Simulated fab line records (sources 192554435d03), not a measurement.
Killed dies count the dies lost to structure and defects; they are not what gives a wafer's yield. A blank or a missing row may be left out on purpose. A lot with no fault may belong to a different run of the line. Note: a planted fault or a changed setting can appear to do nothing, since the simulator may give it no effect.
Matching of chambers | flow n5-finfet | rie-diel-06 running N5_BEOL_M11_ETCH_61: 4 sister chambers
The step etches SiARC in CF4, target depth 39 nm, time 65 s. 22 wafers are shown with their chamber, then 11 later ones without.

## EACH WAFER AND ITS CHAMBER
wafer  | chamber | drypump-motor-current-A (A) | showerhead-plenum-p-Torr (Torr) | throttle-valve-pct (%)
L074.2 | 1       | 6.6                         | 2.26                            | 15.30
L074.3 | 3       | 6.5                         | 2.22                            | 15.50
L074.4 | 3       | 6.5                         | 2.22                            | 15.50
L075.2 | 0       | 5.1                         | 2.04                            | 15.65
L075.4 | 2       | 5.9                         | 2.11                            | 15.50
L075.5 | 0       | 5.1                         | 2.04                            | 15.65
L079.1 | 2       | 5.8                         | 2.11                            | 15.51
L079.3 | 3       | 6.6                         | 2.22                            | 15.51
L079.5 | 2       | 5.9                         | 2.11                            | 15.49
L080.1 | 2       | 5.9                         | 2.11                            | 15.52
L080.2 | 1       | 6.6                         | 2.25                            | 15.30
L080.4 | 3       | 6.5                         | 2.22                            | 15.52
L081.1 | 0       | 5.1                         | 2.04                            | 15.69
L081.2 | 1       | 6.6                         | 2.25                            | 15.31
L081.3 | 2       | 5.9                         | 2.10                            | 15.52
L085.2 | 1       | 6.6                         | 2.25                            | 15.33
L085.3 | 0       | 5.1                         | 2.03                            | 15.70
L085.6 | 3       | 6.5                         | 2.21                            | 15.55
L086.2 | 3       | 6.4                         | 2.21                            | 15.54
L086.3 | 1       | 6.6                         | 2.25                            | 15.33
L086.4 | 2       | 5.9                         | 2.10                            | 15.54
L094.2 | 2       | 5.9                         | 2.10                            | 15.57

SIGNATURES (averages over the wafers above)
reading                  | chamber 0 | chamber 1 | chamber 2 | chamber 3 | scatter within a chamber
drypump-motor-current-A  | 5.100     | 6.600     | 5.886     | 6.500     | 0.0398
showerhead-plenum-p-Torr | 2.0375    | 2.2520    | 2.1057    | 2.2167    | 0.00505
throttle-valve-pct       | 15.6725   | 15.3140   | 15.5214   | 15.5200   | 0.023
Rule: for each reading, subtract the chamber's mean from the wafer's reading, divide by that reading's scatter and square the result; add these up over the readings and take the root, which gives the wafer's distance from the chamber. If the next closest chamber is less than 2 further off than the closest, the wafer can't be placed; otherwise it belongs to the closest. The scatter: the root of (the sum of the squares of (reading less its chamber's mean) over the shown wafers, divided by (wafers less chambers)).

## WAFERS WITH NO CHAMBER GIVEN
wafer  | drypump-motor-current-A (A) | showerhead-plenum-p-Torr (Torr) | throttle-valve-pct (%)
L094.5 | 6.6                         | 2.25                            | 15.35
L094.6 | 5.9                         | 2.10                            | 15.55
L092.1 | 6.5                         | 2.21                            | 15.59
L092.2 | 5.9                         | 2.10                            | 15.57
L092.5 | 6.5                         | 2.24                            | 15.36
L091.2 | 5.9                         | 2.10                            | 15.56
L091.3 | 6.5                         | 2.21                            | 15.59
L091.4 | 6.5                         | 2.21                            | 15.56
L095.1 | 5.1                         | 2.03                            | 15.73
L095.3 | 6.5                         | 2.20                            | 15.57
L095.4 | 5.9                         | 2.10                            | 15.56

## WHICH CHAMBER EACH WENT THROUGH
wafer  | from the rows above | in truth
L094.5 | 1                   | 1
L094.6 | 2                   | 2
L092.1 | 3                   | 3
L092.2 | 2                   | 2
L092.5 | 1                   | 1
L091.2 | 2                   | 2
L091.3 | 3                   | 3
L091.4 | 3                   | 3
L095.1 | 0                   | 0
L095.3 | 3                   | 3
L095.4 | 2                   | 2
Correct placement for 11 of the 11. Number that these rows cannot place: 0. Wrongly placed: 0.
